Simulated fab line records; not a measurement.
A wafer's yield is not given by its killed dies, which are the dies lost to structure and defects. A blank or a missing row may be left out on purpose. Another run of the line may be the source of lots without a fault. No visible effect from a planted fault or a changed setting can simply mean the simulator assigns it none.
fab line records	flow n5-finfet
record lots=12	wafers=32	last-day=16
route steps=1938 shown BEOL_M9@1450 TV_OPEN@1887 PASSIVATION@1931
lots untouched by any fault: they come from a run of this same line in which no faults occurred
start-h: hours from the record's opening day to when the first of the lot's shown wafers began	wait-h: time in hours since the lot's previous step	" unchanged from the row above	L1.1+2: a row that stands for several wafers	- value missing, or start not given	* or withheld: withheld	< > ~ a bound
route shown NAME@n: names a module that has steps shown in the file, with the first one's number in the route	usual: mean/standard deviation taken from wafers without a fault	same: alike in all rows	chamber/n: place in a boat	sites: per-site readings	_std_site: the values' standard deviation	_edge_site: inner sites' mean taken away from outer sites' mean	radius-mm: for every site, how far away it sits from the centre of the wafer	mask NAME#n: copy n	behind: the last tool/chamber to shape the wafer	hold: what put the lot on hold/how long, in hours/how the hold closed	device: which transistor (n, p or np) failed to switch	end of line: the same wafers' tests at the end of the route	where a step has no rows: the recipe by itself	killed: at the first sort, the dies lost to defects and structure; wafer yield is something else	map: dies across one wafer; x = killed, . = not, _ = none there
set.NAME: the setting the step ran with; set.NAME@STEP: the setting that earlier step ran with	model.NAME: the simulator's own value behind a step, which no gauge read
the route's steps for a sample of lots (tables are steps, rows are wafers)
services: from which hour (start-h, from the record's first day; less than 0 if before it) a tool's chamber was out of use, for how many hours, and why
## steps
# step N5_BEOL_M9_HM_STRIP_39
# recipe chemistry=peroxide-tin-strip	material=TiN	target-depth-a=250	temp-c=50	time-s=158
# usual bath-heat-duty-pct=7.1/0.89
lot.wafer	tool	chamber	start-h	wait-h	bath-heat-duty-pct
L837.2	wet-bench-04	7	196.66	0.0	6.5
L837.3	"	5	"	"	6.7
L840.2	wet-bench-01	1	221.53	0.0	7.8
L840.5	"	2	"	"	6.2
L840.6	"	4	"	"	6.1
L843.1	wet-bench-04	7	230.48	0.0	7.6
L843.4	"	6	"	"	7.0
L843.5	"	0	"	"	5.8
L842.3	wet-bench-01	6	230.91	0.0	8.5
L842.5	"	3	"	"	7.5
L842.6	"	0	"	"	6.6
L844.4	wet-bench-04	7	244.42	0.0	8.0
L844.6	"	4	"	"	7.8
L846.4	wet-bench-01	7	249.05	0.0	6.8
L846.5	"	2	"	"	7.1
L846.6	"	5	"	"	9.0
L845.2	wet-bench-01	2	252.07	0.0	6.2
L845.4	"	7	"	"	6.8
L848.2	wet-bench-01	1	265.42	0.0	8.1
L848.3	"	0	"	"	7.0
L848.6	"	3	"	"	7.5
L853.1	wet-bench-05	3	285.11	0.0	7.4
L853.4	"	5	"	"	7.6
L853.6	"	0	"	"	6.1
L854.1	wet-bench-04	7	293.75	0.0	5.8
L854.3	"	2	"	"	7.4
L854.4	"	1	"	"	5.6
L856.1	wet-bench-01	1	305.63	0.0	8.3
L856.5	"	3	"	"	6.5
L856.6	"	6	"	"	8.9
L858.2	wet-bench-04	3	314.66	0.0	6.4
L858.4	"	6	"	"	7.9
# step N5_PASSIVATION_PASS_ETCH_74
# recipe chemistry=CF4/O2	target=SiNx	target-depth-a=2200	time-s=110	ion-energy-ev=100	pressure-mtorr=40	source-w=535	bias-w=49	Ar_flow_sccm=100	cf4-flow-sccm=100	O2_flow_sccm=10
# usual O2_flow_sccm=10.001/0.029	cf4-flow-sccm=100.0/0.33	drypump-motor-current-A=5.7/0.54	oes_ar_750_au=0.80/0.077	oes-product-au=0.80/0.081	rf-vpp-V=239/5.5	showerhead-plenum-p-Torr=2.19/0.08	throttle-valve-pct=15.91/0.21
lot.wafer	tool	chamber	start-h	wait-h	O2_flow_sccm	cf4-flow-sccm	drypump-motor-current-A	oes_ar_750_au	oes-product-au	rf-hours-counter-h	rf-vpp-V	showerhead-plenum-p-Torr	throttle-valve-pct
L837.2	rie-diel-05	3	244.47	0.0	10.059	99.8	5.8	0.71	0.70	230	247	2.26	15.82
L837.3	"	2	"	"	10.053	99.7	6.7	0.80	0.81	121	240	2.29	15.55
L840.2	rie-diel-03	2	271.94	0.0	10.013	100.2	5.1	0.73	0.74	188	238	2.12	16.10
L840.5	"	0	"	"	9.998	100.6	6.0	0.70	0.69	-	248	2.19	16.12
L840.6	"	1	"	"	10.009	100.1	6.1	0.83	0.84	-	242	2.14	15.85
L843.1	rie-diel-01	0	273.28	0.0	9.985	99.2	4.9	0.84	0.84	90	233	2.21	15.98
L843.4	"	3	"	"	9.997	99.7	5.3	0.70	0.67	232	235	2.10	16.08
L843.5	"	2	"	"	9.993	100.7	5.0	0.95	0.97	-	243	2.17	16.05
L842.3	rie-diel-05	0	278.94	0.0	9.995	99.9	5.6	0.76	0.75	149	231	2.04	16.01
L842.5	"	3	"	"	10.018	99.9	5.8	0.69	0.69	-	246	2.26	15.83
L842.6	"	0	"	"	9.978	99.8	5.6	0.76	0.75	-	229	2.04	16.00
L844.4	rie-diel-03	3	290.30	0.0	10.011	100.0	5.4	0.94	0.95	-	232	2.26	15.60
L844.6	"	1	"	"	10.006	100.1	6.1	0.83	0.84	-	243	2.14	15.86
L846.4	rie-diel-05	2	293.95	0.0	9.943	100.6	6.8	0.79	0.79	136	240	2.28	15.60
L846.5	"	1	"	"	9.945	99.6	6.1	0.79	0.80	-	239	2.31	15.81
L846.6	"	0	"	"	9.974	99.3	5.6	0.75	0.75	-	231	2.04	16.00
L845.2	rie-diel-05	2	297.99	0.0	10.011	99.5	6.8	0.79	0.79	138	238	2.28	15.60
L845.4	"	0	"	"	10.041	100.2	5.6	0.75	0.74	155	229	2.04	16.02
L848.2	rie-diel-03	1	310.40	0.0	9.971	100.4	6.1	0.81	0.82	85	243	2.14	15.86
L848.3	"	3	"	"	9.996	99.9	5.4	0.92	0.92	14	233	2.25	15.60
L848.6	"	1	"	"	10.015	100.0	6.1	0.81	0.81	-	242	2.14	15.89
L853.1	rie-diel-03	2	335.60	0.0	9.978	100.2	5.1	0.72	0.73	209	238	2.11	16.13
L853.4	"	0	"	"	10.007	99.8	5.9	0.69	0.68	210	246	2.19	16.20
L853.6	"	3	"	"	10.045	100.3	5.4	0.90	0.92	-	234	2.25	15.61
L854.1	rie-diel-05	2	343.80	0.0	9.981	100.1	6.7	0.77	0.78	153	241	2.28	15.62
L854.3	"	1	"	"	10.005	100.1	6.1	0.78	0.78	109	240	2.30	15.84
L854.4	"	0	"	"	10.043	99.9	5.6	0.75	0.73	171	231	2.04	16.04
L856.1	rie-diel-05	0	348.95	0.0	10.040	100.0	5.6	0.74	0.73	172	230	2.04	16.03
L856.5	"	3	"	"	9.956	99.7	5.8	0.93	0.92	-	245	2.25	15.39
L856.6	"	2	"	"	9.992	99.4	6.7	0.78	0.78	-	240	2.28	15.64
L858.2	rie-diel-03	3	378.67	0.0	10.018	99.5	5.4	0.88	0.88	34	233	2.25	15.64
L858.4	"	1	"	"	9.996	100.5	6.1	0.79	0.80	104	243	2.13	15.90
# step N5_PASSIVATION_STRIP_48
# recipe chemistry=O2	power-w=600	temp-c=60	pressure-mtorr=30	rf-frequency-hz=6e+07	bias-power-w=0	overash-fraction=0.5	o2-flow-sccm=225
# usual drypump-motor-current-A=5.7/0.38	oes-product-au=0.83/0.1	rf-vpp-V=3.7/2.5	showerhead-plenum-p-Torr=2.11/0.072	throttle-valve-pct=16.72/0.19
lot.wafer	tool	chamber	start-h	wait-h	drypump-motor-current-A	oes-product-au	rf-hours-counter-h	rf-vpp-V	showerhead-plenum-p-Torr	throttle-valve-pct
L837.2	rie-diel-02	3	248.85	0.1	5.8	0.82	81	4.3	2.23	16.76
L837.3	"	0	"	"	5.4	0.88	69	2.2	2.10	16.71
L840.2	rie-diel-06	3	276.07	0.1	6.0	0.92	17	6.5	2.04	16.80
L840.5	"	0	"	"	6.0	0.94	-	2.7	2.11	16.34
L840.6	"	1	"	"	6.2	0.93	-	3.3	2.14	16.55
L843.1	rie-diel-06	3	277.13	0.1	5.9	0.93	17	0.9	2.05	16.84
L843.4	"	1	"	"	6.1	0.93	-	0.9	2.14	16.48
L843.5	"	0	"	"	6.0	0.90	-	3.7	2.12	16.40
L842.3	rie-diel-06	1	283.10	0.1	6.1	1.00	11	1.3	2.14	16.56
L842.5	"	0	"	"	5.9	0.96	-	3.0	2.11	16.40
L842.6	"	1	"	"	6.1	0.92	-	0.1	2.14	16.51
L844.4	rie-diel-02	2	295.10	0.1	5.0	0.68	238	1.4	2.07	17.00
L844.6	"	1	"	"	5.5	0.69	-	6.5	2.17	17.18
L846.4	rie-diel-06	3	298.20	0.1	5.9	0.90	26	5.0	2.04	16.84
L846.5	"	1	"	"	6.1	0.92	-	3.3	2.14	16.50
L846.6	"	2	"	"	5.3	1.02	-	0.8	2.24	16.50
L845.2	rie-diel-06	3	301.91	0.1	5.9	0.91	28	1.5	2.04	16.84
L845.4	"	1	"	"	6.1	0.92	19	3.5	2.13	16.56
L848.2	rie-diel-02	0	315.12	0.1	5.3	0.77	97	5.3	2.09	16.81
L848.3	"	2	"	"	5.0	0.70	247	3.7	2.07	16.87
L848.6	"	0	"	"	5.3	0.86	-	5.0	2.09	16.82
L853.1	rie-diel-04	0	340.22	0.1	6.2	0.71	166	3.9	2.01	16.74
L853.4	"	1	"	"	5.4	0.81	118	1.0	2.10	16.79
L853.6	"	3	"	"	5.6	1.01	-	8.4	2.06	16.62
L854.1	rie-diel-02	0	347.73	0.1	5.4	0.80	111	3.2	2.08	16.77
L854.3	"	1	"	"	5.6	0.94	8	8.1	2.17	16.68
L854.4	"	2	"	"	5.0	1.02	2	0	2.07	16.43
L856.1	rie-diel-04	1	352.84	0.1	5.4	0.83	122	0	2.09	16.79
L856.5	"	0	"	"	6.1	0.72	-	1.6	2.01	16.79
L856.6	"	1	"	"	5.4	0.83	-	4.0	2.09	16.69
L858.2	rie-diel-04	2	382.67	0.1	6.4	1.00	2	2.1	2.23	16.34
L858.4	"	2	"	"	6.3	1.00	-	2.6	2.23	16.27
# step N5_PASSIVATION_PROBE_49
# usual defect-limited-yield=91.5/1.5	killed_at_M0_to_M3=32/9.4	killed_at_M4_up=12/5.1	killed-at-contacts=11/7.4	killed-at-front-end=41/11	killed-at-other=3.4/2.5	killed-dies=100/17	killed-open=65/14	killed-short=33/7	sort_bin_4_leakage=0.00/0.01	sort_bin_5_function=4.9/0.96	sort_bin_6_memory=3.1/0.7	sort_bin_8_speed=0.00/0.01	sort-n-pass=1080/17	sort-yield-pct=91.5/1.5
# same gross-dies=1180	killed-at-back-side=0
lot.wafer	tool	chamber	start-h	wait-h	defect-limited-yield[%]	killed_at_M0_to_M3	killed_at_M4_up	killed-at-contacts	killed-at-front-end	killed-at-other	killed-dies	killed-open	killed-short	sort_bin_4_leakage[%]	sort_bin_5_function[%]	sort_bin_6_memory[%]	sort_bin_8_speed[%]	sort-n-pass	sort-yield-pct[%]
L837.2	prober-02	-	251.39	0.1	92.2	22	9	13	42	6	92	64	28	0	4.8	2.8	0	1088	92.2
L837.3	prober-02	-	251.44	0.1	91.8	19	15	10	47	6	97	59	35	0	4.6	3.4	0	1083	91.8
L840.2	prober-01	-	278.61	0.1	88.9	25	13	38	52	3	131	89	40	0	6.9	3.7	0	1049	88.9
L840.5	prober-01	-	278.76	0.2	91.3	28	24	8	43	0	103	59	38	0	5.2	2.5	0.08	1076	91.2
L840.6	prober-01	-	278.81	0.3	92.8	14	14	17	38	2	85	55	28	0	4.1	3.0	0	1095	92.8
L843.1	prober-02	-	279.62	0.0	92.6	23	20	16	25	3	87	56	30	0	4.3	2.5	0	1093	92.6
L843.4	prober-02	-	279.77	0.2	91.6	39	15	15	30	0	99	75	24	0	5.2	3.1	0	1081	91.6
L843.5	prober-02	-	279.82	0.2	90.2	24	14	19	54	5	116	73	43	0.08	5.5	3.6	0	1063	90.1
L842.3	prober-01	-	285.71	0.1	88.2	27	12	42	54	4	139	102	37	0	7.2	3.9	0	1041	88.2
L842.5	prober-01	-	285.81	0.2	90.5	33	17	21	33	8	112	91	20	0	5.5	3.7	0	1068	90.5
L842.6	prober-01	-	285.86	0.3	89.2	38	17	34	31	7	127	83	44	0	5.8	4.5	0	1053	89.2
L844.4	prober-02	-	297.76	0.2	89.3	35	25	13	46	7	126	81	45	0	7.4	3.1	0	1054	89.3
L844.6	prober-02	-	297.86	0.3	92.0	25	12	8	44	5	94	62	24	0	4.2	3.0	0	1086	92.0
L846.4	prober-02	-	300.84	0.2	91.9	29	10	10	43	4	96	62	31	0	4.9	2.8	0	1084	91.9
L846.5	prober-02	-	300.89	0.2	92.5	19	10	12	45	3	89	50	38	0	4.5	2.6	0	1091	92.5
L846.6	prober-02	-	300.94	0.3	93.3	23	4	6	42	4	79	49	30	0	3.9	2.4	0	1101	93.3
L845.2	prober-02	-	304.45	0.1	92.4	30	7	16	36	1	90	59	30	0	4.3	3.1	0	1090	92.4
L845.4	prober-02	-	304.55	0.2	92.3	34	12	7	37	1	91	62	28	0	5.1	2.5	0	1089	92.3
L848.2	prober-02	-	317.66	0.1	81.2	37	124	18	43	0	222	78	37	0	11.4	5.2	0	958	81.2
L848.3	prober-02	-	317.71	0.1	82.3	43	114	16	35	1	209	77	31	0	10.9	4.5	0	971	82.3
L848.6	prober-02	-	317.86	0.3	81.2	40	118	12	52	0	222	78	34	0	11.8	5.6	0	958	81.2
L853.1	prober-02	-	342.71	0.0	93.7	18	8	7	40	1	74	43	30	0	3.7	2.4	0	1106	93.7
L853.4	prober-02	-	342.86	0.2	92.6	29	18	5	34	1	87	57	28	0	4.5	2.6	0	1093	92.6
L853.6	prober-02	-	342.96	0.3	93.2	22	12	4	41	1	80	56	24	0	3.5	2.8	0	1100	93.2
L854.1	prober-02	-	350.99	0.0	91.8	50	12	4	27	4	97	57	34	0	5.1	2.4	0	1083	91.8
L854.3	prober-02	-	351.09	0.1	92.2	32	17	11	24	8	92	59	31	0	3.9	3.9	0	1088	92.2
L854.4	prober-02	-	351.14	0.2	91.8	44	11	7	31	4	97	60	30	0	4.5	2.9	0	1083	91.8
L856.1	prober-02	-	355.34	0.0	80.9	52	121	2	44	6	225	76	39	0	11.2	6.5	0	955	80.9
L856.5	prober-02	-	355.54	0.2	82.7	32	127	10	28	7	204	69	28	0	10.4	4.6	0	976	82.7
L856.6	prober-02	-	355.59	0.3	83.3	39	126	4	25	3	197	55	32	0	11.2	3.8	0	983	83.3
L858.2	prober-01	-	385.22	0.1	91.1	37	12	6	45	5	105	68	35	0	5.2	3.6	0	1075	91.1
L858.4	prober-01	-	385.32	0.2	91.9	32	17	6	35	6	96	54	39	0	4.8	2.6	0	1084	91.9
# killed by level:class
L837.2 STI_FIN_REVEAL:geometric-particle:open=16 MOL_CONTACT_COAG:geometric-particle:open=11 BEOL_M0_SAQP:geometric-particle:open=6 BEOL_M3:geometric-particle:open=5 BEOL_M0_SAQP:geometric-particle:short=5 FIN_SAQP:geometric-particle:open=4 BEOL_M2:geometric-particle:open=4 BEOL_M4:geometric-particle:open=4
L837.3 FIN_SAQP:geometric-particle:short=12 STI_FIN_REVEAL:geometric-particle:open=9 FIN_SAQP:geometric-particle:open=7 BEOL_M3:geometric-particle:open=7 MOL_CONTACT_COAG:geometric-particle:short=5 BEOL_M2:geometric-particle:open=5 BEOL_M5:geometric-particle:open=5 ILD0:geometric-particle:short=4
L840.2 MOL_CONTACT_COAG:geometric-particle:open=30 FIN_SAQP:geometric-particle:short=11 STI_FIN_REVEAL:geometric-particle:open=10 FIN_SAQP:geometric-particle:open=9 MOL_CONTACT_COAG:geometric-particle:short=8 BEOL_M0_SAQP:geometric-particle:short=7 DUMMY_GATE:geometric-particle:open=6 BEOL_M0_SAQP:geometric-particle:open=5
L840.5 BEOL_M4:geometric-particle:open=11 FIN_SAQP:geometric-particle:short=7 STI_FIN_REVEAL:geometric-particle:open=6 HKMG_FIN:area-etch=6 FIN_SAQP:geometric-particle:open=5 BEOL_M0_SAQP:geometric-particle:open=5 BEOL_M3:geometric-particle:open=5 MOL_CONTACT_COAG:geometric-particle:open=5
L840.6 MOL_CONTACT_COAG:geometric-particle:open=15 STI_FIN_REVEAL:geometric-particle:open=8 GATE_CUT:geometric-particle:short=5 BEOL_M0_SAQP:geometric-particle:short=5 BEOL_M0_SAQP:geometric-particle:open=5 FIN_SAQP:geometric-particle:open=4 GATE_CUT:geometric-particle:open=4 STARTING-WAFER:geometric-particle:open=4
L843.1 MOL_CONTACT_COAG:geometric-particle:open=13 STI_FIN_REVEAL:geometric-particle:open=6 BEOL_M4:geometric-particle:open=6 GATE_CUT:geometric-particle:short=5 BEOL_M3:geometric-particle:open=4 FIN_SAQP:geometric-particle:short=3 GATE_CUT:geometric-particle:open=3 MOL_CONTACT_COAG:geometric-particle:short=3
L843.4 MOL_CONTACT_COAG:geometric-particle:open=14 BEOL_M1:geometric-particle:open=13 BEOL_M4:geometric-particle:open=11 STI_FIN_REVEAL:geometric-particle:open=9 BEOL_M3:geometric-particle:open=8 FIN_SAQP:geometric-particle:short=5 BEOL_M0_SAQP:geometric-particle:open=5 BEOL_M1:geometric-particle:short=4
L843.5 MOL_CONTACT_COAG:geometric-particle:open=16 FIN_SAQP:geometric-particle:short=12 FIN_SAQP:geometric-particle:open=10 GATE_CUT:geometric-particle:short=9 BEOL_M2:geometric-particle:open=7 GATE_CUT:geometric-particle:open=6 STI_FIN_REVEAL:geometric-particle:open=5 BEOL_M4:geometric-particle:open=5
L842.3 MOL_CONTACT_COAG:geometric-particle:open=31 STI_FIN_REVEAL:geometric-particle:open=13 MOL_CONTACT_COAG:geometric-particle:short=11 DUMMY_GATE:geometric-particle:open=9 GATE_CUT:geometric-particle:short=7 FIN_SAQP:geometric-particle:open=6 BEOL_M3:geometric-particle:open=6 GATE_CUT:geometric-particle:open=5
L842.5 MOL_CONTACT_COAG:geometric-particle:open=21 STI_FIN_REVEAL:geometric-particle:open=17 BEOL_M3:geometric-particle:open=11 BEOL_M4:geometric-particle:open=10 BEOL_M0_SAQP:geometric-particle:short=6 BEOL_M0_SAQP:geometric-particle:open=6 BEOL_M2:geometric-particle:open=6 BEOL_M4:geometric-particle:short=4
L842.6 MOL_CONTACT_COAG:geometric-particle:open=21 MOL_CONTACT_COAG:geometric-particle:short=13 BEOL_M0_SAQP:geometric-particle:short=12 BEOL_M2:geometric-particle:open=11 BEOL_M0_SAQP:geometric-particle:open=8 STI_FIN_REVEAL:geometric-particle:open=7 BEOL_M4:geometric-particle:open=6 STARTING-WAFER:geometric-particle:short=6
L844.4 FIN_SAQP:geometric-particle:short=13 STI_FIN_REVEAL:geometric-particle:open=13 BEOL_M4:geometric-particle:open=13 MOL_CONTACT_COAG:geometric-particle:open=10 BEOL_M0_SAQP:geometric-particle:short=8 BEOL_M3:geometric-particle:open=7 BEOL_M1:geometric-particle:open=6 FIN_SAQP:geometric-particle:open=5
L844.6 BEOL_M3:geometric-particle:open=13 MOL_CONTACT_COAG:geometric-particle:open=8 FIN_SAQP:geometric-particle:short=5 FIN_SAQP:geometric-particle:open=5 HKMG_FIN:area-etch=5 SPACER0:geometric-particle:short=4 BEOL_M4:geometric-particle:open=4 STI_FIN_REVEAL:geometric-particle:open=3
L846.4 BEOL_M0_SAQP:geometric-particle:open=10 ILD0:geometric-particle:open=9 BEOL_M0_SAQP:geometric-particle:short=9 MOL_CONTACT_COAG:geometric-particle:open=8 DUMMY_GATE:geometric-particle:open=7 ILD0:geometric-particle:short=6 STARTING-WAFER:geometric-particle:open=5 STI_FIN_REVEAL:geometric-particle:short=3
L846.5 DUMMY_GATE:geometric-particle:open=10 MOL_CONTACT_COAG:geometric-particle:open=10 FIN_SAQP:geometric-particle:short=8 FIN_SAQP:geometric-particle:open=6 BEOL_M0_SAQP:geometric-particle:open=6 BEOL_M0_SAQP:geometric-particle:short=6 ILD0:geometric-particle:short=4 GATE_CUT:geometric-particle:short=3
L846.6 FIN_SAQP:geometric-particle:open=8 DUMMY_GATE:geometric-particle:open=8 GATE_CUT:geometric-particle:short=7 MOL_CONTACT_COAG:geometric-particle:open=5 BEOL_M1:geometric-particle:open=5 STI_FIN_REVEAL:geometric-particle:open=4 BEOL_M0_SAQP:geometric-particle:short=4 BEOL_M0_SAQP:geometric-particle:open=4
L845.2 MOL_CONTACT_COAG:geometric-particle:open=12 FIN_SAQP:geometric-particle:open=9 FIN_SAQP:geometric-particle:short=9 BEOL_M3:geometric-particle:open=8 BEOL_M1:geometric-particle:open=6 BEOL_M0_SAQP:geometric-particle:open=6 BEOL_M3:geometric-particle:short=5 STI_FIN_REVEAL:geometric-particle:open=4
L845.4 FIN_SAQP:geometric-particle:open=11 FIN_SAQP:geometric-particle:short=10 BEOL_M2:geometric-particle:open=10 MOL_CONTACT_COAG:geometric-particle:open=5 DUMMY_GATE:geometric-particle:open=5 BEOL_M0_SAQP:geometric-particle:open=5 BEOL_M0:geometric-particle:open=5 BEOL_M4:geometric-particle:short=5
L848.2 BEOL_M9:unspecified=107 MOL_CONTACT_COAG:geometric-particle:open=12 STI_FIN_REVEAL:geometric-particle:open=9 BEOL_M0_SAQP:geometric-particle:short=7 BEOL_M2:geometric-particle:open=7 DUMMY_GATE:geometric-particle:open=6 MOL_CONTACT_COAG:geometric-particle:short=6 BEOL_M4:geometric-particle:open=6
L848.3 BEOL_M9:unspecified=101 MOL_CONTACT_COAG:geometric-particle:open=13 BEOL_M3:geometric-particle:open=12 BEOL_M1:geometric-particle:open=11 FIN_SAQP:geometric-particle:open=10 STI_FIN_REVEAL:geometric-particle:open=8 BEOL_M0_SAQP:geometric-particle:short=5 BEOL_M4:geometric-particle:open=5
L848.6 BEOL_M9:unspecified=108 FIN_SAQP:geometric-particle:open=13 MOL_CONTACT_COAG:geometric-particle:open=12 BEOL_M1:geometric-particle:open=10 STI_FIN_REVEAL:geometric-particle:open=7 BEOL_M1:geometric-particle:short=7 ILD0:geometric-particle:open=6 BEOL_M0_SAQP:geometric-particle:short=6
L853.1 BEOL_M2:geometric-particle:open=9 STARTING-WAFER:geometric-particle:short=7 GATE_CUT:geometric-particle:short=7 STI_FIN_REVEAL:geometric-particle:open=6 MOL_CONTACT_COAG:geometric-particle:open=5 DUMMY_GATE:geometric-particle:open=4 FIN_SAQP:geometric-particle:short=3 FIN_SAQP:geometric-particle:open=3
L853.4 GATE_CUT:geometric-particle:short=11 BEOL_M4:geometric-particle:open=11 BEOL_M2:geometric-particle:open=10 GATE_CUT:geometric-particle:open=7 BEOL_M0_SAQP:geometric-particle:open=6 STI_FIN_REVEAL:geometric-particle:open=5 MOL_CONTACT_COAG:geometric-particle:open=4 BEOL_M0_SAQP:geometric-particle:short=4
L853.6 BEOL_M2:geometric-particle:open=14 FIN_SAQP:geometric-particle:open=12 BEOL_M4:geometric-particle:open=6 FIN_SAQP:geometric-particle:short=4 DUMMY_GATE:geometric-particle:open=4 GATE_CUT:geometric-particle:short=4 BEOL_M7:geometric-particle:open=4 GATE_CUT:geometric-particle:open=3
L854.1 BEOL_M0_SAQP:geometric-particle:short=15 BEOL_M0_SAQP:geometric-particle:open=11 BEOL_M4:geometric-particle:open=7 BEOL_M1:geometric-particle:open=6 HKMG_FIN:area-etch=6 STI_FIN_REVEAL:geometric-particle:open=5 BEOL_M3:geometric-particle:open=5 MOL_CONTACT_COAG:geometric-particle:open=4
L854.3 BEOL_M0_SAQP:geometric-particle:open=12 BEOL_M3:geometric-particle:open=11 FIN_SAQP:geometric-particle:short=7 MOL_CONTACT_COAG:geometric-particle:open=7 PAD_METAL:geometric-particle:short=7 FIN_SAQP:geometric-particle:open=6 BEOL_M5:geometric-particle:open=5 MOL_CONTACT_COAG:geometric-particle:short=4
L854.4 BEOL_M1:geometric-particle:open=16 FIN_SAQP:geometric-particle:short=8 BEOL_M3:geometric-particle:open=8 MOL_CONTACT_COAG:geometric-particle:open=6 BEOL_M0_SAQP:geometric-particle:open=6 HKMG_FIN:area-etch=6 FIN_SAQP:geometric-particle:open=5 BEOL_M0_SAQP:geometric-particle:short=5
L856.1 BEOL_M9:unspecified=110 BEOL_M0_SAQP:geometric-particle:short=18 BEOL_M0_SAQP:geometric-particle:open=14 FIN_SAQP:geometric-particle:open=11 STI_FIN_REVEAL:geometric-particle:open=9 BEOL_M1:geometric-particle:open=6 BEOL_M2:geometric-particle:open=6 BEOL_M3:geometric-particle:open=6
L856.5 BEOL_M9:unspecified=107 MOL_CONTACT_COAG:geometric-particle:open=9 BEOL_M1:geometric-particle:open=7 BEOL_M3:geometric-particle:open=7 BEOL_M4:geometric-particle:open=7 BEOL_M0_SAQP:geometric-particle:open=6 FIN_SAQP:geometric-particle:short=4 FIN_SAQP:geometric-particle:open=4
L856.6 BEOL_M9:unspecified=110 BEOL_M0_SAQP:geometric-particle:open=11 BEOL_M1:geometric-particle:open=9 BEOL_M3:geometric-particle:open=6 BEOL_M4:geometric-particle:open=6 FIN_SAQP:geometric-particle:short=5 FIN_SAQP:geometric-particle:open=5 MOL_CONTACT_COAG:geometric-particle:open=4
L858.2 FIN_SAQP:geometric-particle:open=9 BEOL_M3:geometric-particle:open=9 BEOL_M0_SAQP:geometric-particle:short=9 STI_FIN_REVEAL:geometric-particle:open=7 FIN_SAQP:geometric-particle:short=5 MOL_CONTACT_COAG:geometric-particle:open=5 BEOL_M1:geometric-particle:open=5 STARTING-WAFER:geometric-particle:short=5
L858.4 FIN_SAQP:geometric-particle:short=10 FIN_SAQP:geometric-particle:open=8 BEOL_M0_SAQP:geometric-particle:short=8 BEOL_M3:geometric-particle:open=7 BEOL_M2:geometric-particle:open=6 BEOL_M1:geometric-particle:open=5 GATE_CUT:geometric-particle:short=4 MOL_CONTACT_COAG:geometric-particle:open=4
## services
tool	chamber	start-h	hours	kind
wet-bench-05	-	173.34	3.2	repair
rie-diel-03	0	181.89	7.9	repair
rie-diel-01	-	191.85	2.8	pm
rie-diel-02	-	192.75	0.2	repair
rie-diel-04	0	208.52	8.1	repair
rie-diel-01	3	211.88	14.8	repair
rie-diel-06	-	224.00	4.3	pm
rie-diel-03	3	232.01	2.0	repair
wet-bench-01	-	250.39	1.3	repair
rie-diel-02	2	266.21	11.0	repair
rie-diel-03	3	266.40	4.3	repair
rie-diel-04	-	279.19	1.3	repair
rie-diel-04	2	280.55	4.1	repair
rie-diel-05	3	288.80	4.2	repair
rie-diel-03	0	289.36	5.6	repair
rie-diel-05	3	307.51	-	clean
rie-diel-05	3	307.51	-	consumable-replace:focus-ring
rie-diel-06	-	319.94	0.8	repair
rie-diel-01	1	326.54	5.2	repair
rie-diel-03	3	343.39	5.5	repair
rie-diel-03	2	358.84	8.7	repair
rie-diel-03	1	362.26	7.0	repair
rie-diel-04	0	366.47	32.6	repair
rie-diel-02	3	377.58	6.5	repair
## key
first-sign step=N5_PASSIVATION_PROBE_49	reading=killed_at_M4_up	direction=up	sigmas=21	usual=12	struck=122
effect step=N5_PASSIVATION_PROBE_49	reading=defect-limited-yield	direction=down	sigmas=6.6	usual=91.5	struck=81.9
more-kills-born-at N5_BEOL_M9_HM_STRIP_39@wet-bench-01=643
met-at N5_BEOL_M9_HM_STRIP_39
struck-lots L848,L856
not-acting-at N5_PASSIVATION_PASS_ETCH_74,N5_PASSIVATION_STRIP_48
onset-between 252.07 265.42
fault kind=chamber-particle-source	tool=wet-bench-01	chamber=-	onset-h=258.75	steps=N5_BEOL_M9_HM_STRIP_39	rate-per-visit-cm2=0.58122	end-h=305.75
